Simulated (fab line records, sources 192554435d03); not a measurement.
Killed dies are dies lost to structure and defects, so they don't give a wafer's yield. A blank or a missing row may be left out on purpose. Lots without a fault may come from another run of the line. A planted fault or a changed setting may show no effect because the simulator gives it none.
Which tool did it? | flow n5_finfet | 10 lots, 29 wafers sampled, at 1 step of a route of 1938

WHAT THE GAUGES READ, wafer by wafer
N5_BEOL_M0_SAQP_OVL_MEAS_41.
lot  | measured     | on         | M0_CUT1_OVL (nm)
L494 | day 5 18:23  | overlay-01 | 1.1 0.8
L498 | day 6 20:05  | overlay-02 | 0.8 0.2 -0.9
L504 | day 8 08:14  | overlay-02 | 0.5 1.2 0.5
L505 | day 8 16:02  | overlay-02 | 0.9 1.4 -0.2
L507 | day 8 22:11  | overlay-02 | -0.5 -0.1 -1.4
L510 | day 9 14:54  | overlay-02 | 0.6 -0.2 -0.3
L511 | day 9 22:48  | overlay-02 | 0.5 0.0 0.5
L512 | day 10 05:23 | overlay-02 | -0.8 -0.7 -0.8
L514 | day 10 21:06 | overlay-02 | -0.1 -0.6 0.2
L516 | day 11 01:28 | overlay-02 | 0.2 0.0 -0.4

WHICH TOOL RAN EACH LOT (tool, then ch and the chambers of the sampled wafers, then the start)
The record holds no process step before these readings.

THE ANSWER, worked out from the rows above alone
Rule: what is usual is taken from the lots themselves. Put in order of their means at a reading, lots are off if they are a third of the lots or fewer, leave a main group of 4 or more, and stand apart from it by a gap of 3 or more times the standard deviation of the main group's means; of several such gaps the widest counts. A main group whose means are all the same, to the digits that the tables above print for the reading, isn't used. A lot without any number at a reading at which 4 lots or more have one is off too. The other lots that the step has rows for count as sound.
No lot is off at any reading shown: from this, nothing can be told.

WHAT THE SIMULATOR HAD PUT IN
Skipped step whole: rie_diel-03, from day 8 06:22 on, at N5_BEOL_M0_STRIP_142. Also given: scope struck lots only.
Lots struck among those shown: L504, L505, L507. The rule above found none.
